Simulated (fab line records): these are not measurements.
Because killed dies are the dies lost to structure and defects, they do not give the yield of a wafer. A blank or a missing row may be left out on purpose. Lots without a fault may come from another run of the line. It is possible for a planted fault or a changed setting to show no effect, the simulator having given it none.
Matching of chambers :: flow n5 finfet :: N5_BEOL_M9_PECVD_70 on pecvd-01 has 3 sister chambers
The step deposits SiO2 from TEOS/O2, target thk 20 nm, time 22.7 s. 3 wafers are shown with their chamber, then 7 later ones without.

## WAFERS, EACH WITH ITS CHAMBER
wafer: L578.5
chamber: 1
throttle valve pct (%): 21.4

wafer: L580.1
chamber: 0
throttle valve pct (%): 23.0

wafer: L580.2
chamber: 2
throttle valve pct (%): 20.9

## WAFERS WHOSE CHAMBER IS MISSING
wafer: L580.6
throttle valve pct (%): 23.0

wafer: L585.1
throttle valve pct (%): 23.2

wafer: L585.3
throttle valve pct (%): 21.3

wafer: L585.6
throttle valve pct (%): 23.1

wafer: L583.2
throttle valve pct (%): 21.2

wafer: L583.3
throttle valve pct (%): 23.1

wafer: L583.6
throttle valve pct (%): 21.6

## WHICH CHAMBER EACH ONE RAN IN
wafer: L580.6
from the rows above: 0
in truth: 0

wafer: L585.1
from the rows above: 0
in truth: 0

wafer: L585.3
from the rows above: 1
in truth: 1

wafer: L585.6
from the rows above: 0
in truth: 0

wafer: L583.2
from the rows above: can't be placed: 1 or 2
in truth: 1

wafer: L583.3
from the rows above: 0
in truth: 0

wafer: L583.6
from the rows above: 1
in truth: 1
6 of 7 placed correctly. These rows do not allow placing 1 (true chamber among the candidates in 1). 0 placed wrongly.
How it was worked out, from the rows above alone: a wafer's distance from a chamber is the root of the sum, over the readings, of the square of ((its reading less the chamber's mean) divided by the reading's scatter). The wafer belongs to the nearest chamber; if the next one is less than 2 further off, it can't be placed. A chamber's mean is the mean of its shown wafers. The scatter: root of mean squared gap, hidden wafer to nearest shown wafer, with one shown wafer a chamber.
